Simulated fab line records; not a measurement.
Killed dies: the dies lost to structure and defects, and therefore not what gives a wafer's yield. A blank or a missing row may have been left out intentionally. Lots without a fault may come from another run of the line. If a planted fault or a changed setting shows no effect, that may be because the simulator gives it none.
Matching of chambers || flow nand harc || 3 sister chambers for NHARC_A_CHANNEL_HOLE_D1_DEP_01 on pecvd-04
The step deposits SiON, target thk 140 nm. 14 wafers are shown with their chamber, then 7 later ones without.

WAFERS, EACH WITH ITS CHAMBER
{"wafer": "L074.1", "chamber": 0, "heater power w (W)": 765, "chamber pressure Torr (Torr)": 3.495, "rf fwd power W (W)": 349.8}
{"wafer": "L074.2", "chamber": 2, "heater power w (W)": 673, "chamber pressure Torr (Torr)": 3.497, "rf fwd power W (W)": 350.7}
{"wafer": "L074.3", "chamber": 1, "heater power w (W)": 790, "chamber pressure Torr (Torr)": 3.511, "rf fwd power W (W)": 349.0}
{"wafer": "L077.3", "chamber": 1, "heater power w (W)": 788, "chamber pressure Torr (Torr)": 3.501, "rf fwd power W (W)": 348.7}
{"wafer": "L077.4", "chamber": 1, "heater power w (W)": 777, "chamber pressure Torr (Torr)": 3.492, "rf fwd power W (W)": 349.5}
{"wafer": "L077.5", "chamber": 0, "heater power w (W)": 843, "chamber pressure Torr (Torr)": 3.513, "rf fwd power W (W)": 350.9}
{"wafer": "L080.1", "chamber": 0, "heater power w (W)": 885, "chamber pressure Torr (Torr)": 3.501, "rf fwd power W (W)": 348.2}
{"wafer": "L080.4", "chamber": 2, "heater power w (W)": 724, "chamber pressure Torr (Torr)": 3.500, "rf fwd power W (W)": 350.5}
{"wafer": "L080.5", "chamber": 1, "heater power w (W)": 842, "chamber pressure Torr (Torr)": 3.495, "rf fwd power W (W)": 346.9}
{"wafer": "L086.1", "chamber": 2, "heater power w (W)": 849, "chamber pressure Torr (Torr)": 3.487, "rf fwd power W (W)": 348.3}
{"wafer": "L086.4", "chamber": 0, "heater power w (W)": 779, "chamber pressure Torr (Torr)": 3.500, "rf fwd power W (W)": 347.5}
{"wafer": "L086.5", "chamber": 1, "heater power w (W)": 772, "chamber pressure Torr (Torr)": 3.507, "rf fwd power W (W)": 346.3}
{"wafer": "L089.1", "chamber": 0, "heater power w (W)": 793, "chamber pressure Torr (Torr)": 3.507, "rf fwd power W (W)": 349.3}
{"wafer": "L089.3", "chamber": 2, "heater power w (W)": 793, "chamber pressure Torr (Torr)": 3.503, "rf fwd power W (W)": 346.8}

SIGNATURES (averages over the wafers above)
{"reading": "heater power w", "chamber 0": 813.00, "chamber 1": 793.80, "chamber 2": 759.75, "scatter within a chamber": 53}
{"reading": "chamber pressure Torr", "chamber 0": 3.50320, "chamber 1": 3.50120, "chamber 2": 3.49675, "scatter within a chamber": 0.00733}
{"reading": "rf fwd power W", "chamber 0": 349.140, "chamber 1": 348.080, "chamber 2": 349.075, "scatter within a chamber": 1.52}
Rule: a wafer's distance from a chamber is the root of the sum, over the readings, of the square of ((its reading less the chamber's mean) divided by the reading's scatter). If the next closest chamber is less than 2 further off than the closest, the wafer can't be placed; otherwise it belongs to the closest. How the scatter is found: for the shown wafers, subtract from each reading the mean of its chamber, square and add these, divide the total by (wafers less chambers), then take the root.

WAFERS WHOSE CHAMBER IS MISSING
{"wafer": "L089.5", "heater power w (W)": 823, "chamber pressure Torr (Torr)": 3.489, "rf fwd power W (W)": 349.3}
{"wafer": "L090.3", "heater power w (W)": 897, "chamber pressure Torr (Torr)": 3.494, "rf fwd power W (W)": 348.8}
{"wafer": "L090.4", "heater power w (W)": 772, "chamber pressure Torr (Torr)": 3.491, "rf fwd power W (W)": 347.0}
{"wafer": "L090.5", "heater power w (W)": 914, "chamber pressure Torr (Torr)": 3.507, "rf fwd power W (W)": 347.9}
{"wafer": "L097.1", "heater power w (W)": 848, "chamber pressure Torr (Torr)": 3.504, "rf fwd power W (W)": 349.7}
{"wafer": "L097.2", "heater power w (W)": 803, "chamber pressure Torr (Torr)": 3.516, "rf fwd power W (W)": 349.8}
{"wafer": "L097.4", "heater power w (W)": 844, "chamber pressure Torr (Torr)": 3.497, "rf fwd power W (W)": 348.8}

WHICH CHAMBER EACH WENT THROUGH
{"wafer": "L089.5", "from the rows above": "can't be placed: 2 or 1 or 0", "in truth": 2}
{"wafer": "L090.3", "from the rows above": "can't be placed: 0 or 1 or 2", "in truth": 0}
{"wafer": "L090.4", "from the rows above": "can't be placed: 2 or 1 or 0", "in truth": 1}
{"wafer": "L090.5", "from the rows above": "can't be placed: 0 or 1 or 2", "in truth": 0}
{"wafer": "L097.1", "from the rows above": "can't be placed: 0 or 1 or 2", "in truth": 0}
{"wafer": "L097.2", "from the rows above": "can't be placed: 0 or 1 or 2", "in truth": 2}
{"wafer": "L097.4", "from the rows above": "can't be placed: 0 or 1 or 2", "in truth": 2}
Correct placement for 0 of the 7. From these rows, 7 cannot be placed; in 7 the true chamber is one of the candidates. 0 placed wrongly.
